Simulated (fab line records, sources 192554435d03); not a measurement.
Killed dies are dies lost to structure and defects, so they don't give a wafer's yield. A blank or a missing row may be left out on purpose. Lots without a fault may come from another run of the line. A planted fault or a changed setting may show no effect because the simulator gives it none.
fab line records | flow n5_finfet
record lots=5 wafers=12 last_day=16
route steps=1938 shown DUMMY_GATE@247 SPACER0@258 SD_EPI_N@262 SD_EPI_P@326 BEOL_M4@1111 PASSIVATION@1936
lots that met no fault: from a run of the same line without faults
start_h: hours from the record's first day to the start of the lot's first wafer shown | wait_h: hours since the lot's step before | " the same as in the row above | L1.1+2: a row that stands for several wafers | - no value, or no start given | * or withheld: withheld | < > ~ a bound
route shown NAME@n: a module of which the file shows steps, and the number in the route of the first | usual: mean/standard deviation of fault-free wafers | same: alike in all rows | chamber/n: place in a boat | sites: the reading at each site | _std_site: their standard deviation | _edge_site: outer sites' mean less inner sites' | radius_mm: how far each site lies from the wafer's centre | mask NAME#n: copy n | behind: the tool/chamber that last shaped the wafer | hold: why the lot was held/for how many hours/how that ended | device: the transistor (n, p or np) that didn't switch | end of line: the same wafers' tests at the end of the route | a step without rows: its recipe alone | killed: dies lost to structure and defects at the first sort, not the wafer's yield | map: a wafer's dies, x killed, . not, _ none there
set.NAME: the setting as run; set.NAME@STEP: as run at that earlier step | model.NAME: the simulator's own value behind a step, which no gauge read
lots at some steps of the route; a table a step, a row a wafer
services: from which hour (start_h, from the record's first day; less than 0 if before it) a tool's chamber was out of use, for how many hours, and why
## steps
# step N5_DUMMY_GATE_ETCH_23
# recipe chemistry=HBr/Cl2/O2 HBr_flow_sccm=150 Cl2_flow_sccm=80 O2_flow_sccm=12 bias_w=102 target_depth_a=410 time_s=22.3 target=poly-Si mask_material=SiO2 pressure_mtorr=10 icp_w=800
# step N5_DUMMY_GATE_ETCH_44
# recipe chemistry=HBr/O2 over_etch_frac=0.7 target_depth_a=1275 stop_on=SiO2 ion_energy_ev=60 bias_w=20 target=poly-Si mask_material=SiO2 pressure_mtorr=20 icp_w=400 HBr_flow_sccm=120 O2_flow_sccm=10
# step N5_DUMMY_GATE_ETCH_42
# recipe chemistry=CHF3/O2 target=SiO2 target_depth_a=35 time_s=31 ion_energy_ev=30 bias_w=12 pressure_mtorr=30 source_w=600 Ar_flow_sccm=200 CHF3_flow_sccm=50 O2_flow_sccm=5
# step N5_DUMMY_GATE_STRIP_48
# recipe chemistry=N2/H2 time_s=20 power_w=100 temp_c=40 pressure_mtorr=100 rf_frequency_hz=6e+07 bias_power_w=3 n2_flow_sccm=300 h2_flow_sccm=300
# step N5_DUMMY_GATE_PRECLEAN_33
# recipe chemistry=dHF time_s=10 dilution=750:1 temp_c=25
# step N5_DUMMY_GATE_PRECLEAN_25
# recipe chemistry=O3/DIW time_s=45 temp_c=22 o3_ppm=10
# step N5_DUMMY_GATE_PRECLEAN_51
# recipe chemistry=SC2 time_s=45 temp_c=35 mix=1:1:50
# step N5_DUMMY_GATE_SRD_26
# recipe dry=ipa_marangoni time_s=30 temp_c=23 rinse_liquid=diw
# step N5_DUMMY_GATE_UV_OZONE_45
# recipe time_s=120 pressure_torr=760 temp_c=25
# step N5_SPACER0_ALD_07
# recipe material=SiNx target_thk_a=20 temp_c=400 ald_precursor_family=SiH2I2 ald_co_reactant=N2/H2-plasma pressure_torr=2
# step N5_SPACER0_ALD_00
# recipe material=SiOCN target_thk_a=35 temp_c=400 ald_precursor_family=alkyl-aminosilane ald_co_reactant=O2/N2-plasma pulse_time_s=3 purge_time_s=2 co_reactant_purge_time_s=2 ald_cycles=58 pressure_torr=2
# usual ald_cycles=58/0 heater_power_w=840/53 precursor_pulse_height_rel=0.999/0.022
# columns lot.wafer tool chamber start_h wait_h ald_cycles heater_power_w precursor_pulse_height_rel model.SiOCN_of_SPACER0_ALD_00.thk_nm
L425.3 ald_sin-01 0 102.42 0.1 58 892 1.010 3.4
L425.4 " 2 " " 58 807 1.011 3.6
L425.5 " 3 " " 58 785 0.982 3.4
L427.4 ald_sin-01 1 114.35 0.1 83 829 0.951 5
L427.6 " 0 " " 83 901 0.997 5
L429.1 ald_sin-01 3 130.49 0.1 58 793 1.029 3.4
L429.4 " 3 " " 83 788 0.981 5
L430.1 ald_sin-03 1 133.18 0.1 58 930 1.000 3.4
L430.2 " 2 " " 58 801 0.997 3.6
L430.4 " 3 " " 58 887 1.021 3.6
L433.3 ald_sin-01 1 149.69 0.1 58 856 1.001 3.4
L433.6 " 1 " " 83 837 0.974 5
# step N5_SPACER0_ALD_08
# recipe material=SiNx target_thk_a=20 temp_c=400 ald_precursor_family=SiH2I2 ald_co_reactant=N2/H2-plasma pressure_torr=2
# step N5_SD_EPI_N_COAT_32
# recipe resist=SOC temp_c=250 time_s=60 spin_rpm=1500 resist_thk_nm=350
# step N5_SD_EPI_N_COAT_33
# recipe resist=SiARC temp_c=220 time_s=60 spin_rpm=1500 resist_thk_nm=35
# step N5_SD_EPI_N_COAT_03
# recipe resist=CAR-ArF-block spin_rpm=1500 resist_thk_nm=150
# step N5_SD_EPI_N_EBR_05
# recipe solvent=PGMEA ebr_width_mm=1.5
# step N5_SD_EPI_N_SOFTBAKE_04
# recipe temp_c=110 time_s=60 resist=CAR-ArF-block
# step N5_SD_EPI_N_EXPOSE_06
# recipe mask_id=SD_N_BLK na=1.35 source_shape=conventional sigma_outer=0.8 polarization=unpolarized target_cd_nm=120 dose_mj=39.75
# step N5_SD_EPI_N_PEB_07
# recipe peb_temp_c=110 peb_time_s=60 resist=CAR-ArF-block
# step N5_SD_EPI_N_DEVELOP_08
# recipe develop_time_s=30 developer=TMAH resist=CAR-ArF-block dev_temp_c=23 rinse_liquid=diw dry=air_spin
# step N5_SD_EPI_N_DESCUM_14
# recipe chemistry=O2 time_s=7.9 source_power_w=50 bias_power_w=20 pressure_mtorr=20 rf_frequency_hz=2.712e+07 temp_c=40 resist=CAR-ArF-block o2_flow_sccm=225
# step N5_SD_EPI_N_ETCH_34
# recipe chemistry=CF4 target=SiARC target_depth_a=455 mask_material=CAR-ArF-block time_s=75.8 ion_energy_ev=80 pressure_mtorr=40 source_w=545 bias_w=36 Ar_flow_sccm=100 cf4_flow_sccm=100 ends=cleared
# step N5_SD_EPI_N_ETCH_35
# recipe chemistry=N2/H2 target=SOC overetch_a=1080 mask_material=SiARC temp_c=40 ion_energy_ev=100 source_w=3000 bias_w=133 pressure_mtorr=20 time_s=486 n2_flow_sccm=200 h2_flow_sccm=200
# step N5_SD_EPI_N_STRIP_36
# recipe chemistry=N2/H2 temp_c=40 n2_flow_sccm=200 h2_flow_sccm=200 rf_frequency_hz=6e+07
# step N5_SD_EPI_N_ETCHBACK_44
# recipe chemistry=CH3F/O2 mode=anisotropic_etchback target=SiNx target_depth_a=145 stop_on=SiO2 over_etch_frac=0.3 ion_energy_ev=120 pressure_mtorr=30 source_w=395 bias_w=73 Ar_flow_sccm=150 CH3F_flow_sccm=30 O2_flow_sccm=20
# step N5_SD_EPI_N_ETCH_45
# recipe chemistry=CH3F/O2 target=SiOCN target_depth_a=60 mask_material=SOC ion_energy_ev=60 bias_w=29 pressure_mtorr=15 source_w=410 Ar_flow_sccm=150 CH3F_flow_sccm=30 O2_flow_sccm=20
# step N5_SD_EPI_N_ETCH_16
# recipe chemistry=CHF3/O2 target=SiO2 target_depth_a=50 mask_material=SOC pressure_mtorr=30 source_w=650 bias_w=170 Ar_flow_sccm=200 CHF3_flow_sccm=50 O2_flow_sccm=5 ion_energy_ev=200
# step N5_SD_EPI_N_STRIP_47
# recipe chemistry=CHF3/O2 resist=SiARC rf_frequency_hz=6e+07
# step N5_SD_EPI_N_SD_RECESS_17
# recipe chemistry=HBr/Cl2/O2 target_depth_a=410 mask_material=SOC time_s=23.7 bt_time_s=3 pressure_mtorr=10 icp_w=800 bias_w=112 HBr_flow_sccm=150 Cl2_flow_sccm=80 O2_flow_sccm=12
# step N5_SD_EPI_N_STRIP_38
# recipe chemistry=N2/H2 power_w=1000 temp_c=250 h2_frac=0.65 overash_fraction=0.3 pressure_mtorr=withheld n2_flow_sccm=1750 h2_flow_sccm=3250
# step N5_SD_EPI_N_WET_ETCH_43
# recipe chemistry=dHF dilution=withheld time_s=14 target=SiO2 target_depth_a=15 temp_c=25
# step N5_SD_EPI_N_STRIP_18
# recipe chemistry=SPM time_s=750 temp_c=130 h2so4_h2o2_vol_ratio=4
# step N5_SD_EPI_N_SRD_20
# recipe dry=ipa_marangoni do_ppb=5 time_s=30 temp_c=23 rinse_liquid=diw
# step N5_SD_EPI_N_PRECLEAN_48
# recipe chemistry=NF3:NH3 afs_cycles=2 temp_c=30 time_s=20 sublimation_temp_c=180 sublimation_time_s=60 pressure_torr=3 rf_power_w=30
# step N5_SD_EPI_N_VAPOR_ETCH_50
# recipe chemistry=HCl target=Si temp_c=775 time_s=54 pressure_torr=20 mode=isotropic
# step N5_SD_EPI_N_EPI_21
# recipe material=Si:P dopant=P temp_c=680 pressure_torr=255 time_s=690
# step N5_SD_EPI_P_PRECLEAN_32
# recipe chemistry=dHF time_s=10 dilution=500:1 temp_c=25
# columns lot.wafer tool chamber start_h wait_h model.SiOCN_of_SPACER0_ALD_00.thk_nm
L425.3+4+5 wet_bench-05 3,4,5 111.65 0.0 3.4
L427.4+6 wet_bench-02 3,7 123.48 0.0 5
L429.1 wet_bench-05 7 139.78 0.0 3.4
L429.4 " 1 " " 5
L430.1+2+4 wet_bench-05 4,6,0 142.62 0.0 3.4
L433.3 wet_bench-03 1 159.26 0.0 3.4
L433.6 " 0 " " 5
# step N5_BEOL_M4_RC_MEAS_101
# usual DIBL_N=36.4/1.7 DIBL_P=36.4/2.1 IOFF_N=0.16/0.035 IOFF_P=0.21/0.035 IOFF_P_85C=3.6/0.51 IOFF_P_LIN=0.100/0.013 ION_N=680/11 ION_P=465/6.8 REXT_N=75.2/1.7 REXT_P=99.9/2.6 SS_N=71.5/0.58 SS_P=73.2/0.72 VT_N=249/3.6 VT_N_LVT=97/3.3 VT_P=-250/3.1 VT_P_LVT=-98.5/2.8
# columns lot.wafer tool chamber start_h wait_h DIBL_N[mV/V] DIBL_P[mV/V] IOFF_N[nA/um] IOFF_P[nA/um] IOFF_P_85C[nA/um] IOFF_P_LIN[nA/um] ION_N[uA/um] ION_P[uA/um] REXT_N[ohm.um] REXT_P[ohm.um] SS_N[mV/dec] SS_P[mV/dec] VT_N[mV] VT_N_LVT[mV] VT_P[mV] VT_P_LVT[mV]
L425.3 prober-02 0 218.54 0.3 38.2 38.6 0.18 0.22 3.7 0.101 677 457 73.8 100.3 72.4 73.4 249 95 -249 -98.9
L425.4 " 0 " " 38.6 40.2 0.20 0.25 4.2 0.114 690 474 74.0 101.6 72.3 74.0 245 93 -248 -96.8
L425.5 " 0 " " 37.3 37.8 0.16 0.21 3.6 0.098 680 465 74.0 101.0 71.6 73.6 254 97 -251 -100.0
L427.4 prober-02 0 233.54 0.5 29.4 31.0 0.07 0.09 1.8 0.050 618 421 98.5 121.8 69.9 72.0 262 109 -264 -115.9
L427.6 " 0 " " 32.4 34.3 0.10 0.11 2.2 0.058 620 418 99.1 122.1 70.6 73.8 257 107 -262 -112.2
L429.1 prober-02 0 252.01 0.0 36.0 35.4 0.16 0.23 3.9 0.112 673 471 78.2 98.0 71.6 73.0 247 98 -245 -96.1
L429.4 " 0 " " 29.9 30.5 0.09 0.12 2.3 0.066 630 432 98.5 123.4 69.9 72.1 258 107 -259 -108.8
L430.1 prober-01 0 256.36 0.0 38.0 39.4 0.18 0.23 3.8 0.101 689 468 75.6 98.4 71.3 74.0 247 96 -252 -98.1
L430.2 " 0 " " 36.8 37.1 0.15 0.18 3.2 0.086 663 451 74.1 98.0 71.1 73.1 253 100 -254 -102.4
L430.4 " 0 " " 35.9 36.7 0.14 0.18 3.2 0.087 674 464 75.5 97.4 70.7 73.3 251 99 -253 -100.5
L433.3 prober-02 0 273.73 0.3 36.0 37.0 0.15 0.21 3.6 0.102 673 468 74.9 103.2 71.5 72.6 249 101 -248 -97.8
L433.6 " 0 " " 29.1 30.6 0.07 0.10 1.9 0.055 613 420 94.5 128.6 70.3 71.4 266 113 -263 -111.9
# step N5_PASSIVATION_PROBE_49
# usual defect_limited_yield=91.3/1.4 killed_at_M0_to_M3=36/11 killed_at_M4_up=13/5.2 killed_at_contacts=13/6.5 killed_at_front_end=37/11 killed_at_other=3.6/2.9 killed_dies=103/17 killed_open=68/12 killed_short=33/7.3 sort_bin_5_function=5.2/0.91 sort_bin_6_memory=3.2/0.67 sort_bin_8_speed=0.00/0.0099 sort_n_pass=1077/17 sort_yield_pct=91.3/1.4
# same gross_dies=1180 killed_at_back_side=0 sort_bin_4_leakage[%]=0
# columns lot.wafer tool chamber start_h wait_h defect_limited_yield[%] killed_at_M0_to_M3 killed_at_M4_up killed_at_contacts killed_at_front_end killed_at_other killed_dies killed_open killed_short sort_bin_5_function[%] sort_bin_6_memory[%] sort_bin_8_speed[%] sort_n_pass sort_yield_pct[%]
L425.3 prober-01 - 333.03 0.1 90.4 40 14 6 50 3 113 68 42 5.8 3.5 0 1067 90.4
L425.4 prober-01 - 333.08 0.2 90.4 40 20 12 36 5 113 79 32 5.4 3.7 0 1067 90.4
L425.5 prober-01 - 333.13 0.2 91.0 36 14 10 36 10 106 72 34 5.2 3.6 0 1074 91.0
L427.4 prober-01 - 337.61 0.2 93.0 15 16 16 30 6 83 55 25 4.2 2.6 68.39 290 24.6
L427.6 prober-01 - 337.71 0.3 90.4 36 16 12 47 2 113 75 37 5.3 3.7 70.17 239 20.3
L430.1 prober-01 - 367.10 0.0 91.5 26 28 6 35 5 100 57 41 5.1 3.1 0 1080 91.5
L430.2 prober-01 - 367.15 0.1 94.2 11 14 13 31 0 69 38 29 3.9 1.6 0 1111 94.2
L430.4 prober-01 - 367.25 0.2 90.5 36 19 22 31 4 112 74 37 6.6 2.6 0 1068 90.5
L429.4 prober-01 - 368.10 0.2 89.8 32 19 9 55 5 120 62 43 5.8 3.3 16.44 866 73.4
L433.3 prober-01 - 378.38 0.1 92.7 33 14 6 28 5 86 62 23 4.5 2.6 0 1094 92.7
L433.6 prober-01 - 378.53 0.3 91.9 38 5 15 27 10 95 60 33 4.6 3.1 91.27 8 0.7
# killed by level:class
L425.3 BEOL_M2:geometric_particle:open=10 STI_FIN_REVEAL:geometric_particle:open=8 ILD0:geometric_particle:open=8 BEOL_M0_SAQP:geometric_particle:open=7 ILD0:geometric_particle:short=7 BEOL_M0_SAQP:geometric_particle:short=7 STI_FIN_REVEAL:geometric_particle:short=6 BEOL_M1:geometric_particle:open=6
L425.4 FIN_SAQP:geometric_particle:open=15 BEOL_M0_SAQP:geometric_particle:short=12 BEOL_M0_SAQP:geometric_particle:open=11 MOL_CONTACT_COAG:geometric_particle:open=10 BEOL_M2:geometric_particle:open=10 BEOL_M5:geometric_particle:open=8 FIN_SAQP:geometric_particle:short=5 STI_FIN_REVEAL:geometric_particle:open=5
L425.5 FIN_SAQP:geometric_particle:open=10 MOL_CONTACT_COAG:geometric_particle:open=9 BEOL_M3:geometric_particle:open=9 FIN_SAQP:geometric_particle:short=8 BEOL_M0_SAQP:geometric_particle:open=8 GATE_CUT:geometric_particle:short=7 BEOL_M0_SAQP:geometric_particle:short=6 BEOL_M4:geometric_particle:open=6
L427.4 MOL_CONTACT_COAG:geometric_particle:open=15 STI_FIN_REVEAL:geometric_particle:open=4 GATE_CUT:geometric_particle:open=4 BEOL_M3:geometric_particle:open=4 BEOL_M5:geometric_particle:open=4 MIM_TOP_ETCH:geometric_particle:open=4 FIN_SAQP:geometric_particle:open=3 GATE_CUT:geometric_particle:short=3
L427.6 FIN_SAQP:geometric_particle:open=15 BEOL_M4:geometric_particle:open=11 BEOL_M0_SAQP:geometric_particle:open=10 STI_FIN_REVEAL:geometric_particle:open=10 MOL_CONTACT_COAG:geometric_particle:open=8 BEOL_M0_SAQP:geometric_particle:short=7 FIN_SAQP:geometric_particle:short=6 BEOL_M1:geometric_particle:open=6
L430.1 BEOL_M4:geometric_particle:open=19 FIN_SAQP:geometric_particle:short=8 BEOL_M0_SAQP:geometric_particle:short=8 ILD0:geometric_particle:short=7 FIN_SAQP:geometric_particle:open=6 MOL_CONTACT_COAG:geometric_particle:open=6 BEOL_M0_SAQP:geometric_particle:open=6 STARTING-WAFER:geometric_particle:short=5
L430.2 MOL_CONTACT_COAG:geometric_particle:open=11 ILD0:geometric_particle:short=8 BEOL_M4:geometric_particle:open=8 FIN_SAQP:geometric_particle:short=7 FIN_SAQP:geometric_particle:open=4 STI_FIN_REVEAL:geometric_particle:open=4 BEOL_M0_SAQP:geometric_particle:short=3 FIN_CUT:geometric_particle:short=2
L430.4 MOL_CONTACT_COAG:geometric_particle:open=16 BEOL_M4:geometric_particle:open=11 BEOL_M0_SAQP:geometric_particle:open=8 BEOL_M2:geometric_particle:open=8 BEOL_M0_SAQP:geometric_particle:short=7 BEOL_M1:geometric_particle:open=7 ILD0:geometric_particle:open=6 MOL_CONTACT_COAG:geometric_particle:short=6
L429.4 BEOL_M1:geometric_particle:open=12 FIN_SAQP:geometric_particle:short=10 HKMG_FIN:area_etch=8 FIN_SAQP:geometric_particle:open=7 STI_FIN_REVEAL:geometric_particle:open=7 MOL_CONTACT_COAG:geometric_particle:open=7 GATE_CUT:geometric_particle:short=7 BEOL_M4:geometric_particle:short=7
L433.3 BEOL_M1:geometric_particle:open=16 FIN_SAQP:geometric_particle:open=6 BEOL_M0_SAQP:geometric_particle:open=6 STI_FIN_REVEAL:geometric_particle:open=5 BEOL_M3:geometric_particle:open=5 STARTING-WAFER:geometric_particle:open=5 FIN_SAQP:geometric_particle:short=4 MOL_CONTACT_COAG:geometric_particle:open=4
L433.6 MOL_CONTACT_COAG:geometric_particle:open=13 BEOL_M0_SAQP:geometric_particle:open=9 BEOL_M0_SAQP:geometric_particle:short=9 BEOL_M1:geometric_particle:open=7 GATE_CUT:geometric_particle:short=6 BEOL_M2:geometric_particle:open=6 FIN_SAQP:geometric_particle:open=5 GATE_CUT:geometric_particle:open=5
# map L427.6 (x killed, . not)
_________________............________________
______________.............x...._____________
___________.......xx...............__________
__________...x.....x......xx.....x.._________
________....x.............x..........._______
_______.x.............x................______
______.........x.x.x...................._____
_____.x..........x.x.............x.x.....____
____....x.................................___
___........xxx...x.x.........x.......x.....__
___.........x............x.................__
__.x..............x............x...x........_
__............x..x...........x....x..x......_
_.x..........................x........x......
_.x..................x.................x.....
_...x....x.x.......x..xx..x.................x
_................................x...........
_.x.x.x.......x.x....x..x..........x.x.......
_.........xx......................x..........
_..xx................xx.......x.....x..x.....
_........x......x..................x...x.....
__......x................................x.._
__.....x...................................._
___..x........x............................__
___.x.......x...x....x.........x...........__
____.................................x....___
_____.......x...........xx.....x..x......____
______....x........xx.......x..........._____
_______..x......xx.....................______
________..................x..........._______
__________.................x...xx.x._________
___________.........x.x.....x......__________
______________.x......xx.x..x..._____________
_________________............________________
# map L429.1 (x killed, . not)
_________________............________________
______________..x.x............._____________
___________.......xx.......x.....x.__________
__________....x...................x._________
________............x...............x._______
_______xx..x...............x...........______
______.....x.......x.....x...........x.._____
_____..............x.......x.........x...____
____......x......................xx..x....___
___....x....x...x.....x....x............x..__
___....x....x..........x....x.............x__
__................x...x..........x.......x.._
__.........x.....x.x.........x.....x.......x_
_.xx......xxx................x...............
_xx........x.....x....................x...x..
_.......x.................x.......x..........
_......x.........................xxx.........
_................x..........x...............x
_............x..........x.x...x.......x......
_..........x....x............................
_...............x.........................x..
__............xx..x..x...x....x............._
__.....x...x........x..x...........x....x..._
___........xx...x.x...x..............x.....__
___........x.......x............x...x.....x__
____...........x..x....x...........xx.....___
_____...x..x...............xxxxx.........____
______.......x.........x...x..x....x...._____
_______............x..x.............x.x______
________.x....x..x.........x...xx....._______
__________.x...x.....x....xx........_________
___________..........xx..........x.__________
______________.....x........x.x._____________
_________________.x...x......________________
## services
# columns tool chamber start_h hours kind
wet_bench-05 - 123.78 0.8 repair
ald_sin-01 1 126.81 11.3 repair
ald_sin-01 2 138.37 4.5 repair
## key
first_sign step=N5_SPACER0_ALD_00 reading=ald_cycles direction=up sigmas=99+ usual=* struck=*
effect step=N5_BEOL_M4_RC_MEAS_101 reading=REXT_N direction=up sigmas=13 usual=75.2 struck=97.6
effect step=N5_BEOL_M4_RC_MEAS_101 reading=REXT_P direction=up sigmas=9.3 usual=99.9 struck=124.0
effect step=N5_BEOL_M4_RC_MEAS_101 reading=ION_P direction=down sigmas=6.2 usual=465 struck=423
effect step=N5_BEOL_M4_RC_MEAS_101 reading=ION_N direction=down sigmas=5.3 usual=680 struck=620
effect step=N5_BEOL_M4_RC_MEAS_101 reading=VT_P_LVT direction=down sigmas=5 usual=-98.5 struck=-112.2
effect step=N5_BEOL_M4_RC_MEAS_101 reading=VT_P direction=down sigmas=3.8 usual=-250 struck=-262
effect step=N5_BEOL_M4_RC_MEAS_101 reading=DIBL_N direction=down sigmas=3.6 usual=36.4 struck=30.2
effect step=N5_BEOL_M4_RC_MEAS_101 reading=VT_N_LVT direction=up sigmas=3.6 usual=97 struck=109
effect step=N5_BEOL_M4_RC_MEAS_101 reading=IOFF_P_LIN direction=down sigmas=3.4 usual=0.100 struck=0.057
effect step=N5_BEOL_M4_RC_MEAS_101 reading=VT_N direction=up sigmas=3.2 usual=249 struck=261
effect step=N5_BEOL_M4_RC_MEAS_101 reading=IOFF_P_85C direction=down sigmas=3.1 usual=3.6 struck=2.1
effect step=N5_BEOL_M4_RC_MEAS_101 reading=IOFF_P direction=down sigmas=3 usual=0.21 struck=0.11
effect step=N5_PASSIVATION_PROBE_49 reading=sort_bin_8_speed direction=up sigmas=99+ usual=0.00 struck=61.57
model_effect step=N5_SPACER0_ALD_00 value=SiOCN_of_SPACER0_ALD_00.thk_nm without=3.55 struck=5
model_effect step=N5_SD_EPI_P_PRECLEAN_32 value=SiOCN_of_SPACER0_ALD_00.thk_nm without=3.4 struck=5
met_at N5_SPACER0_ALD_00
struck_wafers L427.4,L427.6,L429.4,L433.6
onset_between 102.42 114.35
fault kind=process_parameter_drift tool=ald_sin-01 chamber=- onset_h=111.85 steps=N5_SPACER0_ALD_00 channel=ald_cycles offset=* shape=step end_h=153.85 scope=struck_wafers_only acts_in=* stated=*
